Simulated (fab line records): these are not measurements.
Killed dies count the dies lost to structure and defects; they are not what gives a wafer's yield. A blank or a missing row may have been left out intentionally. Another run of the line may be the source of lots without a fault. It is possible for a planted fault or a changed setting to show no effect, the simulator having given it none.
fab line records	flow nandHarc
record: lots: 10	wafers: 30	lastDay: 24
route steps=1159 shown A_CHANNEL_HOLE_D1@474 A_CHANNEL_FILL_D1@493 END@1159
lots untouched by any fault: they come from a run of this same line in which no faults occurred
startH: hours from the record's first day to the start of the lot's first wafer shown	waitH: time in hours since the lot's previous step	" unchanged from the row above	L1.1+2: several wafers, shown together as one row	- value missing, or start not given	* or withheld: withheld	< > ~ a bound
route shown NAME@n: a module of which the file shows steps, and the number in the route of the first	usual: mean/standard deviation of fault-free wafers	same: alike in all rows	chamber/n: place in a boat	sites: per-site readings	_std_site: the standard deviation of these	_edge_site: the outer-site mean with the inner-site mean subtracted	radiusMm: for every site, how far away it sits from the centre of the wafer	mask NAME#n: copy n	behind: tool/chamber where the wafer was last shaped	hold: why the lot went on hold/how many hours it stayed there/how the hold came to an end	device: transistor that didn't switch, given as n, p or np	end of line: tests of these same wafers at the route's end	a step given without rows: its recipe and nothing more	killed: count of dies lost to structure and defects at first sort (not the wafer's yield)	map: the dies of a wafer, with x for killed, . for not killed, _ for no die there
set.NAME: the setting the step ran with; set.NAME@STEP: the setting that earlier step ran with	model.NAME: the simulator's own value behind a step, which no gauge read
a sample of lots followed through the steps of the route, with each step as a table and each wafer as a row
services: when a tool's chamber went out of use (startH, in hours from the record's first day, below 0 if earlier), for how many hours, and the reason
== steps ==
step: NHARC_A_CHANNEL_HOLE_D1_ETCH_22
recipe: biasV: 3000	sourceW: withheld	pressureMtorr: 20	timeS: 666.7	arFlowSccm: 375	c4f8FlowSccm: 89.3	o2FlowSccm: 35.7	tempC: -20	targetDepthA: 16000	chemistry: C4F8/O2/Ar
usual: chamberPressureMTorr: 19.999/0.02	drypumpMotorCurrentA: 5.7/0.45	o2FlowSccm: 35.69/0.12	showerheadPlenumPTorr: 3.67/0.074	throttleValvePct: 32.154/0.0088
lot.wafer	tool	chamber	startH	waitH	chamberPressureMTorr	drypumpMotorCurrentA	o2FlowSccm	rfHoursCounterH	showerheadPlenumPTorr	throttleValvePct
L455.2	harEtch-02	0	176.97	0.4	20.029	5.0	35.67	101	3.57	32.151
L455.3	"	1	"	"	20.012	6.2	35.76	-	3.76	32.161
L455.6	"	0	"	"	19.991	5.0	35.81	-	3.57	32.172
L454.3	harEtch-01	0	178.83	0.4	19.966	5.8	35.81	-	3.73	32.141
L454.4	"	1	"	"	19.990	5.9	35.57	-	3.67	32.150
L454.5	"	0	"	"	19.968	5.8	35.70	-	3.73	32.167
L457.2	harEtch-02	1	184.43	0.4	20.023	6.2	35.54	105	3.76	32.153
L457.4	"	0	"	"	19.997	5.0	35.54	-	3.57	32.150
L457.5	"	0	"	"	19.970	5.0	35.51	-	3.57	32.157
L456.2	harEtch-02	0	195.31	0.4	19.966	5.0	35.88	111	3.57	32.161
L456.4	"	1	"	"	19.991	6.2	35.57	-	3.76	32.154
L456.3	"	0	"	"	20.012	5.0	35.62	-	3.57	32.161
L460.1	harEtch-02	0	204.65	0.4	19.991	5.0	35.71	114	3.56	32.154
L460.3	"	1	"	"	19.987	6.2	35.67	-	3.75	32.156
L460.6	"	1	"	"	20.006	6.2	35.79	-	3.75	32.155
L464.2	harEtch-01	0	237.21	0.4	20.000	5.8	35.80	209	3.72	32.170
L464.1	"	1	"	"	19.989	5.9	35.61	209	3.66	32.148
L464.5	"	0	"	"	20.024	5.8	35.69	-	3.72	32.160
L469.2	harEtch-02	1	268.12	0.4	19.978	6.2	35.76	146	3.74	32.147
L469.4	"	1	"	"	19.997	6.2	35.73	-	3.74	32.148
L469.6	"	1	"	"	19.990	6.2	35.67	-	3.74	32.146
L472.2	harEtch-02	1	286.45	0.4	19.960	6.2	35.68	154	3.73	32.143
L472.3	"	1	"	"	19.999	6.2	35.46	-	3.73	32.145
L472.6	"	1	"	"	19.952	6.2	35.67	-	3.73	32.152
L473.2	harEtch-02	0	295.67	0.4	19.976	5.0	35.69	158	3.54	32.133
L473.1	"	1	"	"	20.003	6.2	35.73	158	3.73	32.153
L473.4	"	0	"	"	19.986	5.0	35.52	-	3.54	32.152
L476.2	harEtch-02	0	306.66	0.4	20.032	5.0	35.69	162	3.54	32.170
L476.4	"	1	"	"	19.970	6.2	35.78	-	3.73	32.153
L476.5	"	1	"	"	20.014	6.2	35.81	-	3.73	32.147
step: NHARC_A_CHANNEL_HOLE_D1_ETCH_25
recipe: biasV: 5000	sourceW: withheld	pressureMtorr: 20	timeS: 1040.2	arFlowSccm: 375	c4f8FlowSccm: 93.8	o2FlowSccm: 31.2	tempC: -20	targetDepthA: 15000	chemistry: C4F8/O2/Ar
usual: chamberPressureMTorr: 20.001/0.019	drypumpMotorCurrentA: 5.7/0.45	o2FlowSccm: 31.20/0.099	showerheadPlenumPTorr: 3.66/0.074	throttleValvePct: 32.235/0.0092
lot.wafer	tool	chamber	startH	waitH	chamberPressureMTorr	drypumpMotorCurrentA	o2FlowSccm	rfHoursCounterH	showerheadPlenumPTorr	throttleValvePct
L455.2	harEtch-02	0	179.00	0.6	20.012	5.0	31.17	103	3.57	32.247
L455.3	"	1	"	"	20.029	6.2	31.10	-	3.76	32.237
L455.6	"	0	"	"	20.018	5.0	31.15	-	3.57	32.222
L454.3	harEtch-01	0	180.96	0.7	19.992	5.8	31.23	-	3.73	32.232
L454.4	"	1	"	"	19.999	5.9	31.33	-	3.66	32.236
L454.5	"	0	"	"	20.019	5.8	31.25	-	3.73	32.228
L457.2	harEtch-02	1	186.52	0.7	19.998	6.2	31.10	107	3.75	32.238
L457.4	"	0	"	"	20.017	5.0	31.35	-	3.56	32.239
L457.5	"	0	"	"	19.986	5.0	31.39	-	3.56	32.237
L456.2	harEtch-02	0	197.39	0.7	20.000	5.0	31.11	113	3.56	32.230
L456.4	"	1	"	"	19.984	6.2	31.28	-	3.75	32.235
L456.3	"	0	"	"	19.982	5.0	31.20	-	3.56	32.239
L460.1	harEtch-02	0	206.74	0.7	20.045	5.0	31.15	117	3.56	32.234
L460.3	"	1	"	"	20.001	6.2	31.19	-	3.75	32.238
L460.6	"	1	"	"	20.003	6.2	31.16	-	3.75	32.243
L464.2	harEtch-01	0	239.24	0.6	19.993	5.8	31.19	211	3.72	32.232
L464.1	"	1	"	"	20.027	5.9	31.29	211	3.65	32.236
L464.5	"	0	"	"	20.010	5.8	31.31	-	3.72	32.249
L469.2	harEtch-02	1	270.16	0.6	19.985	6.2	31.25	148	3.73	32.249
L469.4	"	1	"	"	19.932	6.2	31.18	-	3.73	32.240
L469.6	"	1	"	"	20.007	6.2	31.17	-	3.73	32.238
L472.2	harEtch-02	1	288.48	0.6	19.970	6.2	31.34	157	3.73	32.211
L472.3	"	1	"	"	19.999	6.2	31.41	-	3.73	32.248
L472.6	"	1	"	"	20.014	6.2	31.40	-	3.73	32.235
L473.2	harEtch-02	0	297.69	0.6	19.966	5.0	31.14	160	3.54	32.216
L473.1	"	1	"	"	19.990	6.2	31.10	160	3.72	32.245
L473.4	"	0	"	"	19.992	5.0	31.19	-	3.54	32.234
L476.2	harEtch-02	0	308.68	0.6	20.008	5.0	30.99	164	3.53	32.232
L476.4	"	1	"	"	19.989	6.1	31.06	-	3.72	32.227
L476.5	"	1	"	"	19.997	6.2	31.19	-	3.72	32.235
step: NHARC_A_CHANNEL_HOLE_D1_ETCH_44
recipe: targetDepthA: 1400	overetchA: 140	timeS: 77	ionEnergyEv: 100	cf4FlowSccm: 80	o2FlowSccm: 20	arFlowSccm: 0	rfW: 300	biasW: 100	chemistry: CF4/O2
usual: chamberPressureMTorr: 30.001/0.027	drypumpMotorCurrentA: 5.5/0.47	o2FlowSccm: 20.00/0.055	oesProductAu: 0.996/0.011	rfVppV: 197.8/1.6	showerheadPlenumPTorr: 1.33/0.066	throttleValvePct: 13.399/0.0093
lot.wafer	tool	chamber	startH	waitH	chamberPressureMTorr	drypumpMotorCurrentA	o2FlowSccm	oesProductAu	rfHoursCounterH	rfVppV	showerheadPlenumPTorr	throttleValvePct
L455.3	rieDiel-09	2	180.86	0.1	29.993	5.2	19.90	0.988	7	199.7	1.40	13.410
L455.2	"	3	"	"	29.988	5.6	20.02	0.997	8	196.8	1.29	13.399
L455.6	"	1	"	"	29.990	6.4	19.96	0.972	-	198.9	1.41	13.417
L454.4	rieDiel-13	0	182.50	0.1	30.003	5.4	19.99	1.015	7	199.9	1.39	13.384
L454.3	"	2	"	"	29.991	5.9	20.05	0.973	5	200.9	1.43	13.396
L454.5	"	0	"	"	30.007	5.4	20.08	1.000	-	199.5	1.39	13.407
L457.4	rieDiel-11	2	188.21	0.1	30.003	5.4	19.98	0.990	7	196.5	1.27	13.412
L457.2	"	0	"	"	30.014	5.0	19.99	1.008	10	199.8	1.42	13.400
L457.5	"	2	"	"	29.991	5.4	19.92	0.997	-	196.4	1.27	13.400
L456.4	rieDiel-11	1	199.08	0.1	29.983	4.9	20.11	0.980	0	196.5	1.27	13.381
L456.2	"	3	"	"	29.990	5.8	19.88	0.992	0	195.5	1.29	13.408
L456.3	"	0	"	"	30.020	5.0	19.95	0.995	0	199.3	1.42	13.405
L460.1	rieDiel-13	3	208.41	0.0	29.976	5.8	19.98	1.003	7	196.7	1.26	13.396
L460.3	"	0	"	"	29.979	5.4	20.00	0.995	9	200.3	1.39	13.376
L460.6	"	0	"	"	30.011	5.4	20.02	1.004	-	198.4	1.39	13.407
L464.1	rieDiel-09	2	241.08	0.1	29.992	5.2	20.02	1.000	11	200.2	1.40	13.404
L464.2	"	0	"	"	29.999	6.3	20.05	1.004	12	197.0	1.28	13.390
L464.5	"	2	"	"	29.957	5.2	20.01	0.998	-	199.9	1.40	13.392
L469.2	rieDiel-09	1	272.03	0.1	29.984	6.4	19.98	0.985	0	197.8	1.41	13.386
L469.4	"	3	"	"	30.042	5.6	20.12	1.019	-	196.0	1.29	13.394
L469.6	"	1	"	"	29.976	6.4	19.99	0.991	-	199.8	1.41	13.416
L472.2	rieDiel-09	3	290.31	0.1	30.006	5.6	19.96	1.021	2	197.7	1.29	13.404
L472.3	"	0	"	"	30.013	6.3	19.94	1.013	0	196.8	1.28	13.398
L472.6	"	2	"	"	30.023	5.2	20.03	0.995	-	199.0	1.40	13.408
L473.2	rieDiel-11	3	299.50	0.1	30.005	5.8	19.90	0.997	7	197.1	1.29	13.405
L473.1	"	0	"	"	29.979	5.0	20.09	1.011	6	200.4	1.42	13.378
L473.4	"	1	"	"	29.980	4.9	19.93	0.990	8	198.0	1.27	13.407
L476.2	rieDiel-11	1	310.51	0.1	30.043	4.9	19.94	0.986	8	196.7	1.27	13.395
L476.4	"	2	"	"	29.996	5.4	19.99	1.002	9	196.8	1.27	13.403
L476.5	"	1	"	"	30.006	4.9	19.94	0.991	-	196.7	1.27	13.398
step: NHARC_A_CHANNEL_HOLE_D1_XSEM_31
recipe: landingEnergyEv: 35000
usual: botCdNm: 74.4/1.4	bowNm: 8.72/0.26	tiltDeg: 0.09/0.037
lot.wafer	tool	chamber	startH	waitH	botCdNm	bowNm	tiltDeg
L455.2	xsem-01	0	181.73	0.1	76.4	9.09	0.07
L455.3	"	0	"	"	76.3	9.16	0.07
L455.6	"	0	"	"	75.2	9.07	0.07
L454.3	xsem-02	0	183.39	0.1	73.2	8.96	0.03
L454.4	"	0	"	"	72.9	9.03	0.03
L454.5	"	0	"	"	73.3	8.95	0.02
L457.2	xsem-01	0	189.11	0.1	74.3	8.32	0.05
L457.4	"	0	"	"	77.1	8.35	0.05
L457.5	"	0	"	"	77.0	8.23	0.05
L456.2	xsem-02	0	199.97	0.1	73.5	8.46	0.06
L456.3	"	0	"	"	75.0	8.40	0.07
L456.4	"	0	"	"	71.4	8.52	0.06
L456.2	xsem-02	0	-	-	73.2	-	0.07
L456.3	"	0	"	"	74.5	-	0.07
L456.4	"	0	"	"	70.0	-	0.07
L460.1	xsem-02	0	209.31	0.1	73.8	8.70	0.06
L460.3	"	0	"	"	71.7	8.77	0.06
L460.6	"	0	"	"	72.5	8.72	0.06
L460.1	xsem-02	0	-	-	74.3	-	0.05
L460.3	"	0	"	"	72.5	-	0.04
L460.6	"	0	"	"	73.0	-	0.04
L464.1	xsem-01	0	241.95	0.1	76.0	8.25	0.07
L464.2	"	0	"	"	74.3	8.28	0.07
L464.5	"	0	"	"	75.7	8.27	0.07
L469.2	xsem-01	0	273.04	0.1	73.6	9.00	0.14
L469.4	"	0	"	"	74.7	9.07	0.13
L469.6	"	0	"	"	73.5	9.09	0.13
L472.2	xsem-01	0	291.20	0.1	75.7	8.54	0.09
L472.3	"	0	"	"	74.8	8.44	0.09
L472.6	"	0	"	"	73.5	8.57	0.09
L473.1	xsem-01	0	300.42	0.1	76.4	8.84	0.05
L473.2	"	0	"	"	75.5	8.84	0.05
L473.4	"	0	"	"	73.5	8.89	0.05
L476.2	xsem-01	0	311.39	0.1	74.3	8.99	0.08
L476.4	"	0	"	"	77.7	9.01	0.08
L476.5	"	0	"	"	73.2	8.89	0.08
step: NHARC_A_CHANNEL_FILL_D1_ALD_03
recipe: targetThkA: 60	pulseTimeS: 60	aldCycles: 58	tempC: 630	pressureTorr: 2	material: SiNx
usual: chamberPressureTorr: 1.999/0.0048	precursorPulseHeightRel: 1.000/0.019
lot.wafer	tool	chamber	startH	waitH	chamberPressureTorr	precursorPulseHeightRel
L454.3	aldSinBatch-02	0	-	-	1.994	1.013
L454.4	"	0	"	"	2.006	1.015
L454.5	"	0	"	"	1.998	0.978
L455.2	aldSinBatch-02	0	-	-	1.993	1.048
L455.3	"	0	"	"	1.993	0.990
L455.6	"	0	"	"	1.993	0.997
L457.2	aldSinBatch-01	0	-	-	2.002	1.014
L457.4	"	0	"	"	1.996	1.014
L457.5	"	0	"	"	2.000	1.003
L456.2	aldSinBatch-01	0	-	-	2.000	0.995
L456.3	"	0	"	"	1.996	1.033
L456.4	"	0	"	"	2.003	1.003
L460.1	aldSinBatch-03	0	-	-	1.995	1.028
L460.3	"	0	"	"	1.998	0.980
L460.6	"	0	"	"	1.992	1.011
L464.1	aldSinBatch-02	0	-	-	2.005	1.012
L464.2	"	0	"	"	2.002	0.972
L464.5	"	0	"	"	2.004	1.017
L469.2	aldSinBatch-01	0	-	-	1.993	1.014
L469.4	"	0	"	"	1.994	0.997
L469.6	"	0	"	"	1.990	1.044
L472.2	aldSinBatch-03	0	-	-	2.001	0.977
L472.3	"	0	"	"	2.016	1.008
L472.6	"	0	"	"	2.004	1.004
L473.1	aldSinBatch-02	0	-	-	1.998	1.004
L473.2	"	0	"	"	1.992	0.986
L473.4	"	0	"	"	2.007	0.989
L476.2	aldSinBatch-02	0	-	-	2.006	0.981
L476.4	"	0	"	"	2.001	0.986
L476.5	"	0	"	"	2.000	1.004
step: NHARC_END_SORT_01
recipe: tempC: 25
usual: killedAtArray: 27/9.9	killedAtOther: 0.6/0.84	killedAtPeriphery: 3.7/2.5	killedDies: 31/9.9	killedOpen: 3.0/1.6	killedShort: 1.9/1.2
same: grossDies: 677
lot.wafer	tool	chamber	startH	waitH	killedAtArray	killedAtOther	killedAtPeriphery	killedDies	killedOpen	killedShort
L472.3	prober-01	0	552.14	3.1	32	0	1	33	0	1
L472.6	prober-01	0	554.55	4.0	32	0	4	36	6	1
killed by level:class
L472.3 A_SLIT:chamberFilmFlake=19 A_CHANNEL_HOLE_D1:chamberFilmFlake=4 A_CONTACT:chamberFilmFlake=4 A_STAIRCASE:chamberFilmFlake=3 A_SOURCE_PLATE:geometricParticle:short=1 P_STI:chamberFilmFlake=1 A_SGD_CUT:chamberFilmFlake=1
L472.6 A_SLIT:chamberFilmFlake=16 A_CHANNEL_HOLE_D1:chamberFilmFlake=5 A_STAIRCASE:chamberFilmFlake=3 A_CONTACT:chamberFilmFlake=3 P_CONTACT:geometricParticle:open=2 A_BLC:geometricParticle:open=2 A_CHANNEL_HOLE_D1:geometricParticle:open=1 A_CONTACT:geometricParticle:open=1
== services ==
tool	chamber	startH	hours	kind
rieDiel-09	0	159.69	-	clean
rieDiel-09	1	159.69	-	clean
rieDiel-09	2	159.69	-	clean
rieDiel-09	3	159.69	-	clean
rieDiel-11	0	168.52	-	clean
rieDiel-11	1	168.52	-	clean
rieDiel-11	2	168.52	-	clean
rieDiel-11	3	168.52	-	clean
rieDiel-11	2	172.02	2.8	repair
rieDiel-09	0	184.19	-	clean
rieDiel-09	1	184.19	-	clean
rieDiel-09	2	184.19	-	clean
rieDiel-09	2	185.09	3.5	repair
rieDiel-11	-	189.50	9.0	pm
rieDiel-09	1	206.67	8.8	repair
rieDiel-11	0	221.86	9.0	repair
rieDiel-09	0	249.41	38.3	repair
rieDiel-09	-	254.10	9.0	pm
rieDiel-13	-	255.59	2.7	repair
xsem-02	-	258.90	0.3	repair
rieDiel-13	-	276.00	9.0	pm
xsem-02	-	302.00	14.0	pm
harEtch-01	-	305.00	17.0	pm
aldSinBatch-03	-	314.00	26.0	pm
== key ==
firstSign: step: NHARC_A_CHANNEL_HOLE_D1_XSEM_31	reading: visit	direction: added
effect none on later readings
metAt NHARC_A_CHANNEL_HOLE_D1_ETCH_22
struckLots L456,L460
struckWafers L456.4,L460.3,L460.6
testerLeftOut L456,L460
notActingAt NHARC_A_CHANNEL_HOLE_D1_ETCH_25,NHARC_A_CHANNEL_HOLE_D1_ETCH_44,NHARC_A_CHANNEL_FILL_D1_ALD_03
onsetBetween 184.43 195.31
fault: kind: processParameterDrift	tool: harEtch-02	chamber: 1	onsetH: 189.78	steps: NHARC_A_CHANNEL_HOLE_D1_ETCH_22	channel: biasV	offset: withheld	shape: step	endH: 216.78	actsIn: *
testerLeftOut: of these lots the tester's yield and bins aren't shown, on N5 and GAA mostly nor the transistor test; their killed dies are dies lost to structure and defects alone, not to doping, threshold or leakage, so they don't give the yield
